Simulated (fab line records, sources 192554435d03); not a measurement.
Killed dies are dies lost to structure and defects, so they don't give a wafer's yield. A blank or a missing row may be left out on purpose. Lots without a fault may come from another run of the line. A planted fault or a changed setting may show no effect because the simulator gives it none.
Split-lot experiment | flow n5_finfet | 7 lots, 21 wafers read, on a route of 1938 steps

THE SPLIT
At N5_BEOL_M10_ETCH_41 (etches SiCN in CH3F/O2, target depth 42.6 nm, time 86 s), the setting source_w was moved away from the recipe's 395 W on 4 of the 21 wafers read, by -13.3% to -6.6%. The other wafers ran this setting at the recipe's value.

The reading is taken at the split's own step.

THE READING
rf_vpp_V, in V, at N5_BEOL_M10_ETCH_41 (etches SiCN in CH3F/O2, target depth 42.6 nm, time 86 s). Fault-free wafers of this fab line usually give 297.2 V, standard deviation 1.7 V.

wafer  | tool, chamber at the split | source_w as run, W | against the recipe | rf_vpp_V, V | against lot-mates on the recipe
L077.1 | rie_diel-06, 2             | 395                | recipe             | 295.5       | -
L077.2 | rie_diel-06, 3             | 395                | recipe             | 297.3       | -
L077.5 | rie_diel-06, 0             | 395                | recipe             | 296.9       | -
L078.1 | rie_diel-06, 0             | 395                | recipe             | 297.1       | -
L078.4 | rie_diel-06, 0             | 395                | recipe             | 296.4       | -
L078.6 | rie_diel-06, 3             | 342.5              | -13.3%             | 310.1       | +13.4
L086.2 | rie_diel-05, 3             | 395                | recipe             | 297.7       | -
L086.4 | rie_diel-05, 3             | 395                | recipe             | 297.5       | -
L086.5 | rie_diel-05, 1             | 395                | recipe             | 296.6       | -
L087.2 | rie_diel-05, 0             | 395                | recipe             | 300.4       | -
L087.3 | rie_diel-05, 1             | 395                | recipe             | 296.4       | -
L087.5 | rie_diel-05, 0             | 395                | recipe             | 300.5       | -
L093.1 | rie_diel-06, 0             | 354.6              | -10.2%             | 306.4       | +10.0
L093.2 | rie_diel-06, 3             | 395                | recipe             | 296.4       | -
L093.6 | rie_diel-06, 1             | 354.6              | -10.2%             | 307.8       | +11.4
L094.3 | rie_diel-05, 1             | 395                | recipe             | 297.4       | -
L094.4 | rie_diel-05, 0             | 369                | -6.6%              | 306.9       | +8.8
L094.5 | rie_diel-05, 0             | 395                | recipe             | 298.8       | -
L097.3 | rie_diel-05, 2             | 395                | recipe             | 298.9       | -
L097.4 | rie_diel-05, 1             | 395                | recipe             | 294.7       | -
L097.6 | rie_diel-05, 3             | 395                | recipe             | 295.8       | -

THE FIT
A straight line over all 21 wafers: rf_vpp_V changes by -1 V for each +1% of source_w; r = -0.94; the points scatter about the line by 1.6 V.
The same after taking each lot's own level away (the mean of its wafers on the recipe; 21 wafers): -1.05 V for each +1%; r = -0.96; scatter 1.2 V.
On that fit, the largest move of source_w shifts the reading by 14 V.
The lots' own levels span 296.40 to 299.10 V, that is 1.6 times the standard deviation above.
So the lot-to-lot level changes the slope little: the two slopes agree.
Check: with one of the wafers moved furthest among these (-13.3%) left out of the fit, the line predicts +14.6 V for it against its lot-mates. It came out at +13.4 V against them.
Tool readings at the split's step, against how far the setting was moved: rf_vpp_V r = -0.94.

OTHER SPLITS ON THESE WAFERS
These wafers also went through other splits before the reading. Each is held against what the fit with the lots' levels taken away leaves over:
other split on the same wafers       | wafers away from the commonest value | r with rf_vpp_V (lot level and that fit taken away)
N5_BEOL_M8_DEVELOP_10 develop_time_s | 6                                    | -0.26
N5_BEOL_M8_EXPOSE_25 dose_mj         | 8                                    | +0.11
N5_BEOL_M9_COAT_22 spin_rpm          | 6                                    | +0.28
N5_BEOL_M9_ETCH_66 time_s            | 10                                   | -0.22

THE FILE'S OWN FIT
rf_vpp_V changes by -1.06 V for each +1% of source_w, r = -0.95.
